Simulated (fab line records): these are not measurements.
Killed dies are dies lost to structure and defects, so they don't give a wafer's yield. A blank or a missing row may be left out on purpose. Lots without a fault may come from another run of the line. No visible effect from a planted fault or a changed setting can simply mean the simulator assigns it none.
fab line records    flow nand_harc
record: lots: 11  wafers: 33  last_day: 32
route steps=1302 shown A_CHANNEL_HOLE_D2@582 A_CHANNEL_FILL_D2@614 END@1302
lots untouched by any fault: they come from a run of this same line in which no faults occurred
start_h: hours from the record's first day to the start of the lot's first wafer shown    wait_h: hours from the lot's prior step to this one    " the same as in the row above    L1.1+2: a row that stands for several wafers    - no value present, or no start provided    * or withheld: withheld    < > ~ a bound
route shown NAME@n: NAME is a module with steps in the file, n the number in the route of the first one    usual: average and standard deviation across the fault-free wafers    same: alike in all rows    chamber/n: place in a boat    sites: per-site readings    _std_site: standard deviation across them    _edge_site: mean of outer sites minus mean of inner sites    radius_mm: how far each site lies from the wafer's centre    mask NAME#n: copy n    behind: the most recent tool/chamber to have shaped the wafer    hold: why the lot was held/for how many hours/how that ended    device: names the non-switching transistor (n, p or np)    end of line: the tests these same wafers got at the end of their route    for a step that has no rows: nothing shown but its recipe    killed: dies lost to structure and defects at the first sort, not the wafer's yield    map: a wafer's dies, marking killed ones x, the rest . and places with no die _
set.NAME: the setting as run; set.NAME@STEP: as run at that earlier step    model.NAME: the simulator's own value behind a step, which no gauge read
a sample of lots followed through the steps of the route, with each step as a table and each wafer as a row
services: when a tool's chamber went out of use (start_h, in hours from the record's first day, below 0 if earlier), for how many hours, and the reason
== steps ==
step: NHARC_A_CHANNEL_HOLE_D2_CD_MEAS_10
recipe: target_cd_nm: 100  landing_energy_ev: 500
usual: cd_nm: 99.9/0.56
lot.wafer  tool       chamber  start_h  wait_h  cd_nm
L221.2     cd_sem-03  0        299.21   -       100.2
L221.5     "          0        "        "       99.9
L221.6     "          0        "        "       99.5
L220.1     cd_sem-03  0        301.08   -       100.0
L220.2     "          0        "        "       99.6
L220.5     "          0        "        "       99.0
L222.1     cd_sem-03  0        320.08   -       99.3
L222.4     "          0        "        "       99.3
L222.5     "          0        "        "       100.3
L223.3     cd_sem-03  0        330.13   -       100.2
L223.5     "          0        "        "       99.9
L223.6     "          0        "        "       99.5
L224.4     cd_sem-01  0        346.23   -       100.3
L224.5     "          0        "        "       99.6
L224.6     "          0        "        "       100.5
L228.1     cd_sem-01  0        387.54   -       99.9
L228.3     "          0        "        "       99.0
L228.6     "          0        "        "       99.9
L231.1     cd_sem-01  0        402.92   -       99.6
L231.4     "          0        "        "       100.0
L231.6     "          0        "        "       100.4
L229.1     cd_sem-03  0        403.25   -       99.5
L229.2     "          0        "        "       100.6
L229.5     "          0        "        "       100.2
L232.3     cd_sem-01  0        415.02   -       98.9
L232.4     "          0        "        "       100.0
L232.6     "          0        "        "       100.2
L234.1     cd_sem-02  0        445.48   -       99.2
L234.2     "          0        "        "       100.3
L234.4     "          0        "        "       100.1
L237.1     cd_sem-01  0        481.82   -       99.8
L237.2     "          0        "        "       99.8
L237.3     "          0        "        "       100.3
step: NHARC_A_CHANNEL_HOLE_D2_ETCH_22
recipe: bias_v: 3000  source_w: withheld  pressure_mtorr: 20  time_s: 666.7  ar_flow_sccm: 375  c4f8_flow_sccm: 89.3  o2_flow_sccm: 35.7  temp_c: -20  target_depth_a: 16000  chemistry: C4F8/O2/Ar
usual: drypump_motor_current_A: 5.58/0.11  o2_flow_sccm: 35.70/0.11  showerhead_plenum_p_Torr: 3.66/0.11  throttle_valve_pct: 32.155/0.011
lot.wafer  tool         chamber  start_h  wait_h  drypump_motor_current_A  o2_flow_sccm  rf_hours_counter_h  showerhead_plenum_p_Torr  throttle_valve_pct
L221.2     har_etch-01  1        301.45   0.4     5.47                     35.72         157                 3.69                      32.160
L221.5     "            1        "        "       5.45                     35.76         -                   3.69                      32.158
L221.6     "            0        "        "       5.79                     35.67         -                   3.59                      32.146
L220.1     har_etch-02  0        305.98   0.4     5.62                     35.71         360                 3.66                      32.160
L220.2     "            1        "        "       5.47                     35.60         368                 3.62                      32.159
L220.5     "            0        "        "       5.63                     35.70         -                   3.66                      32.150
L222.1     har_etch-02  1        322.32   0.4     5.46                     35.64         372                 3.62                      32.158
L222.4     "            1        "        "       5.50                     35.93         -                   3.62                      32.140
L222.5     "            0        "        "       5.62                     35.77         -                   3.66                      32.147
L223.3     har_etch-02  0        332.65   0.4     5.64                     35.62         -                   3.66                      32.170
L223.6     "            1        "        "       5.49                     35.55         -                   3.61                      32.150
L223.5     "            0        "        "       5.61                     35.72         -                   3.66                      32.132
L224.4     har_etch-02  0        352.12   0.4     5.62                     35.67         -                   3.65                      32.169
L224.5     "            1        "        "       5.51                     35.66         -                   3.61                      32.173
L224.6     "            0        "        "       5.62                     35.66         -                   3.65                      32.170
L228.1     har_etch-01  1        394.59   0.4     5.48                     35.65         214                 3.66                      32.152
L228.3     "            0        "        "       5.70                     35.79         -                   3.56                      32.146
L228.6     "            1        "        "       5.47                     35.66         -                   3.66                      32.153
L231.1     har_etch-02  0        405.23   0.4     5.58                     35.77         5                   3.64                      32.158
L231.4     "            1        "        "       5.47                     35.68         -                   3.93                      32.158
L231.6     "            1        "        "       5.48                     35.92         -                   3.93                      32.153
L229.1     har_etch-02  1        409.29   0.4     5.50                     35.49         9                   3.93                      32.171
L229.2     "            0        "        "       5.62                     35.64         9                   3.64                      32.135
L229.5     "            0        "        "       5.62                     35.83         -                   3.64                      32.159
L232.3     har_etch-01  0        417.63   0.4     5.79                     35.57         -                   3.55                      32.151
L232.4     "            1        "        "       5.47                     35.76         -                   3.66                      32.160
L232.6     "            0        "        "       5.72                     35.78         -                   3.55                      32.172
L234.2     har_etch-01  0        449.86   0.4     5.74                     35.77         249                 3.54                      32.150
L234.1     "            1        "        "       5.47                     35.77         249                 3.64                      32.146
L234.4     "            0        "        "       5.74                     35.67         -                   3.54                      32.145
L237.2     har_etch-01  0        485.18   0.4     5.74                     35.52         268                 3.53                      32.150
L237.1     "            1        "        "       5.47                     35.65         268                 3.63                      32.141
L237.3     "            0        "        "       5.75                     35.63         -                   3.53                      32.140
step: NHARC_A_CHANNEL_HOLE_D2_ETCH_23
recipe: bias_v: 5000  source_w: withheld  pressure_mtorr: 20  time_s: 819  ar_flow_sccm: 375  c4f8_flow_sccm: 89.3  o2_flow_sccm: 35.7  temp_c: -20  target_depth_a: 16000  chemistry: C4F8/O2/Ar
usual: drypump_motor_current_A: 5.58/0.11  o2_flow_sccm: 35.70/0.11  showerhead_plenum_p_Torr: 3.66/0.11  throttle_valve_pct: 32.155/0.0099
lot.wafer  tool         chamber  start_h  wait_h  drypump_motor_current_A  o2_flow_sccm  rf_hours_counter_h  showerhead_plenum_p_Torr  throttle_valve_pct
L221.2     har_etch-01  1        302.01   0.5     5.47                     35.67         158                 3.69                      32.162
L221.5     "            1        "        "       5.47                     35.72         -                   3.69                      32.148
L221.6     "            0        "        "       5.74                     35.70         -                   3.59                      32.161
L220.1     har_etch-02  0        306.55   0.5     5.63                     35.78         361                 3.66                      32.139
L220.2     "            1        "        "       5.53                     35.53         369                 3.62                      32.161
L220.5     "            0        "        "       5.61                     35.81         -                   3.66                      32.144
L222.1     har_etch-02  1        322.89   0.5     5.52                     35.78         372                 3.62                      32.148
L222.4     "            1        "        "       5.51                     35.98         -                   3.62                      32.148
L222.5     "            0        "        "       5.61                     35.59         -                   3.66                      32.155
L223.3     har_etch-02  0        333.29   0.5     5.60                     35.75         -                   3.66                      32.141
L223.6     "            1        "        "       5.49                     35.62         -                   3.61                      32.162
L223.5     "            0        "        "       5.61                     35.83         -                   3.66                      32.149
L224.4     har_etch-02  0        352.75   0.5     5.61                     35.66         -                   3.65                      32.165
L224.5     "            1        "        "       5.45                     35.66         -                   3.61                      32.156
L224.6     "            0        "        "       5.62                     35.68         -                   3.65                      32.141
L228.1     har_etch-01  1        395.16   0.5     5.48                     35.77         215                 3.66                      32.158
L228.3     "            0        "        "       5.72                     35.59         -                   3.56                      32.154
L228.6     "            1        "        "       5.48                     35.64         -                   3.66                      32.160
L231.1     har_etch-02  0        405.82   0.5     5.59                     35.72         5                   3.64                      32.166
L231.4     "            1        "        "       5.53                     35.86         -                   3.93                      32.156
L231.6     "            1        "        "       5.51                     35.73         -                   3.93                      32.154
L229.1     har_etch-02  1        409.85   0.5     5.48                     35.51         9                   3.93                      32.178
L229.2     "            0        "        "       5.62                     35.66         9                   3.64                      32.149
L229.5     "            0        "        "       5.60                     35.56         -                   3.64                      32.151
L232.3     har_etch-01  0        418.25   0.5     5.79                     35.82         -                   3.55                      32.162
L232.4     "            1        "        "       5.46                     35.69         -                   3.65                      32.160
L232.6     "            0        "        "       5.77                     35.58         -                   3.55                      32.168
L234.2     har_etch-01  0        450.42   0.5     5.76                     35.59         250                 3.54                      32.154
L234.1     "            1        "        "       5.47                     35.49         250                 3.64                      32.139
L234.4     "            0        "        "       5.76                     35.78         -                   3.54                      32.156
L237.2     har_etch-01  0        485.75   0.5     5.73                     35.70         269                 3.53                      32.149
L237.1     "            1        "        "       5.47                     35.86         269                 3.63                      32.159
L237.3     "            0        "        "       5.71                     35.77         -                   3.53                      32.152
step: NHARC_A_CHANNEL_HOLE_D2_INSPECT_40
usual: raw_defect_count: 267/86
lot.wafer  tool               chamber  start_h  wait_h  raw_defect_count
L221.2     defect_inspect-01  -        306.28   -       167
L221.5     "                  -        "        "       174
L221.6     "                  -        "        "       158
L220.1     defect_inspect-02  -        310.84   -       376
L220.2     "                  -        "        "       376
L220.5     "                  -        "        "       355
L222.1     defect_inspect-02  -        327.13   -       270
L222.4     "                  -        "        "       194
L222.5     "                  -        "        "       202
L223.3     defect_inspect-02  -        337.20   -       321
L223.5     "                  -        "        "       222
L223.6     "                  -        "        "       303
L224.4     defect_inspect-02  -        356.68   -       186
L224.5     "                  -        "        "       247
L224.6     "                  -        "        "       274
L228.1     defect_inspect-01  -        399.43   -       570
L228.3     "                  -        "        "       481
L228.6     "                  -        "        "       462
L231.1     defect_inspect-01  -        409.95   -       250
L231.4     "                  -        "        "       152
L231.6     "                  -        "        "       398
L229.1     defect_inspect-02  -        414.12   -       180
L229.2     "                  -        "        "       225
L229.5     "                  -        "        "       201
L232.3     defect_inspect-02  -        422.31   -       327
L232.4     "                  -        "        "       224
L232.6     "                  -        "        "       318
L234.1     defect_inspect-01  -        454.69   -       1210
L234.2     "                  -        "        "       1265
L234.4     "                  -        "        "       1243
L237.1     defect_inspect-01  -        490.03   -       1204
L237.2     "                  -        "        "       1296
L237.3     "                  -        "        "       1424
step: NHARC_A_CHANNEL_FILL_D2_ALD_14
recipe: target_thk_a: 25  pulse_time_s: 10  ald_cycles: 25  temp_c: 300  material: SiO2
usual: heater_power_w: 472/47  precursor_pulse_height_rel: 1.000/0.019
lot.wafer  tool       chamber  start_h  wait_h  heater_power_w  precursor_pulse_height_rel
L221.2     ald_hk-03  3        313.75   0.2     489             0.998
L221.6     "          0        "        "       476             0.991
L221.5     "          1        "        "       426             0.977
L220.1     ald_hk-04  1        318.90   0.1     421             1.013
L220.2     "          2        "        "       410             0.978
L220.5     "          3        "        "       425             1.046
L222.1     ald_hk-04  2        334.35   0.0     404             0.999
L222.4     "          1        "        "       433             1.013
L222.5     "          3        "        "       416             1.003
L223.3     ald_hk-04  2        344.40   0.0     417             0.989
L223.6     "          2        "        "       411             0.995
L223.5     "          3        "        "       428             0.988
L224.4     ald_hk-03  2        364.38   0.1     447             1.025
L224.6     "          1        "        "       433             0.991
L224.5     "          2        "        "       446             1.045
L228.3     ald_hk-04  3        407.86   0.8     423             1.005
L228.1     "          0        "        "       526             0.978
L228.6     "          0        "        "       540             1.008
L231.1     ald_hk-01  0        417.17   0.0     460             0.971
L231.4     "          3        "        "       536             0.986
L231.6     "          0        "        "       455             1.020
L229.1     ald_hk-03  1        421.39   0.1     456             1.008
L229.2     "          2        "        "       417             1.001
L229.5     "          3        "        "       492             1.039
L232.3     ald_hk-04  3        429.67   0.0     418             0.999
L232.4     "          1        "        "       411             1.001
L232.6     "          0        "        "       539             0.996
L234.2     ald_hk-04  3        464.76   0.0     430             1.006
L234.1     "          0        "        "       549             1.011
L234.4     "          2        "        "       416             0.999
L237.1     ald_hk-01  3        497.99   0.1     524             1.009
L237.2     "          0        "        "       452             0.982
L237.3     "          1        "        "       545             0.988
step: NHARC_END_SORT_01
recipe: temp_c: 25
usual: killed_at_array: 57/20  killed_at_other: 1.0/1.5  killed_at_periphery: 3.5/2.5  killed_dies: 62/21  killed_open: 3.5/1.9  killed_short: 2.4/1.6
same: gross_dies: 677
lot.wafer  tool       chamber  start_h  wait_h  killed_at_array  killed_at_other  killed_at_periphery  killed_dies  killed_open  killed_short
L234.1     prober-02  0        711.67   2.5     116              0                2                    118          2            1
L234.2     prober-02  0        712.46   2.8     88               0                1                    89           3            3
L234.4     prober-02  0        714.03   3.4     88               0                3                    91           7            3
L237.1     prober-01  0        764.94   2.5     134              0                0                    134          2            1
L237.2     prober-01  0        765.75   2.8     124              1                0                    125          5            2
L237.3     prober-01  0        766.56   3.1     112              0                5                    117          4            4
killed by level:class
L234.1 A_CHANNEL_HOLE_D2:unspecified=97 A_CHANNEL_HOLE_D2:chamber_film_flake=5 A_SLIT:chamber_film_flake=5 A_M0:geometric_particle:open=2 A_STAIRCASE:chamber_film_flake=2 A_CONTACT:chamber_film_flake=2 A_M1:geometric_particle:short=1 P_GATE:chamber_film_flake=1
L234.2 A_CHANNEL_HOLE_D2:unspecified=72 A_SLIT:chamber_film_flake=3 A_SOURCE_PLATE:geometric_particle:short=2 A_M0:geometric_particle:open=2 A_CHANNEL_HOLE_D2:chamber_film_flake=2 A_STAIRCASE:chamber_film_flake=2 A_CHANNEL_FILL_D1:geometric_particle:short=1 A_ONON_D2:geometric_particle:open=1
L234.4 A_CHANNEL_HOLE_D2:unspecified=67 A_SLIT:chamber_film_flake=6 A_DECK1_JOINT:chamber_film_flake=2 A_SOURCE_PLATE:geometric_particle:short=1 A_ONON_D1:geometric_particle:open=1 A_CHANNEL_FILL_D1:geometric_particle:open=1 A_DECK1_JOINT:geometric_particle:open=1 A_ONON_D2:geometric_particle:short=1
L237.1 A_CHANNEL_HOLE_D2:unspecified=91 A_CHANNEL_HOLE_D1:chamber_film_flake=14 A_STAIRCASE:chamber_film_flake=9 A_SLIT:chamber_film_flake=6 A_CHANNEL_HOLE_D2:chamber_film_flake=4 A_CONTACT:chamber_film_flake=3 A_CHANNEL_FILL_D1:geometric_particle:open=1 A_CHANNEL_FILL_D2:geometric_particle:open=1
L237.2 A_CHANNEL_HOLE_D2:unspecified=75 A_CHANNEL_HOLE_D1:chamber_film_flake=14 A_STAIRCASE:chamber_film_flake=10 A_SLIT:chamber_film_flake=6 A_CHANNEL_HOLE_D2:chamber_film_flake=5 A_CONTACT:chamber_film_flake=5 A_ONON_D1:geometric_particle:open=3 A_CHANNEL_FILL_D1:geometric_particle:short=1
L237.3 A_CHANNEL_HOLE_D2:unspecified=79 A_SLIT:chamber_film_flake=9 A_STAIRCASE:chamber_film_flake=7 P_GATE:chamber_film_flake=4 A_CHANNEL_HOLE_D2:chamber_film_flake=4 A_CONTACT:chamber_film_flake=3 A_CHANNEL_FILL_D2:geometric_particle:short=2 A_WL_FILL:geometric_particle:short=2
== services ==
tool         chamber  start_h  hours  kind
ald_hk-01    -        302.94   10.0   pm
ald_hk-03    -        352.34   0.8    repair
har_etch-02  -        379.59   17.0   pm
har_etch-02  0        379.59   17.0   vent_cycle
har_etch-02  1        379.59   17.0   vent_cycle
ald_hk-03    -        390.00   10.0   pm
ald_hk-03    0        390.00   10.0   vent_cycle
ald_hk-03    1        390.00   10.0   vent_cycle
har_etch-02  0        396.59   -      clean
har_etch-02  0        396.59   -      consumable_replace:focus_ring
har_etch-02  1        396.59   -      clean
har_etch-02  1        396.59   -      consumable_replace:focus_ring
har_etch-02  1        396.59   -      consumable_replace:showerhead
ald_hk-04    -        432.00   10.0   pm
ald_hk-04    0        432.00   10.0   vent_cycle
ald_hk-04    1        432.00   10.0   vent_cycle
ald_hk-04    2        432.00   10.0   vent_cycle
ald_hk-04    3        432.00   10.0   vent_cycle
ald_hk-04    0        442.00   -      clean
ald_hk-04    1        442.00   -      clean
ald_hk-04    2        442.00   -      clean
ald_hk-04    3        442.00   -      clean
ald_hk-01    -        443.82   2.5    repair
ald_hk-01    -        480.94   10.0   pm
== key ==
first_sign: step: NHARC_A_CHANNEL_HOLE_D2_INSPECT_40  reading: raw_defect_count  direction: up  sigmas: 12  usual: 267  struck: 1274
effect: step: NHARC_END_SORT_01  reading: killed_at_array  direction: up  sigmas: 2.6  usual: 57  struck: 110  wafers_moved: 4
more_kills_born_at: NHARC_A_CHANNEL_HOLE_D2_ETCH_22@har_etch-01: 301
met_at NHARC_A_CHANNEL_HOLE_D2_ETCH_22
struck_lots L234,L237
tester_left_out L234,L237
not_acting_at NHARC_A_CHANNEL_HOLE_D2_CD_MEAS_10,NHARC_A_CHANNEL_HOLE_D2_ETCH_23,NHARC_A_CHANNEL_FILL_D2_ALD_14
onset_between 417.63 449.86
also_fits time
fault: kind: chamber_particle_source  tool: har_etch-01  chamber: -  onset_h: 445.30  steps: NHARC_A_CHANNEL_HOLE_D2_ETCH_22  rate_per_visit_cm2: 1.5774  end_h: 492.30
tester_left_out: of these lots the tester's yield and bins aren't shown, on N5 and GAA mostly nor the transistor test; their killed dies are dies lost to structure and defects alone, not to doping, threshold or leakage, so they don't give the yield
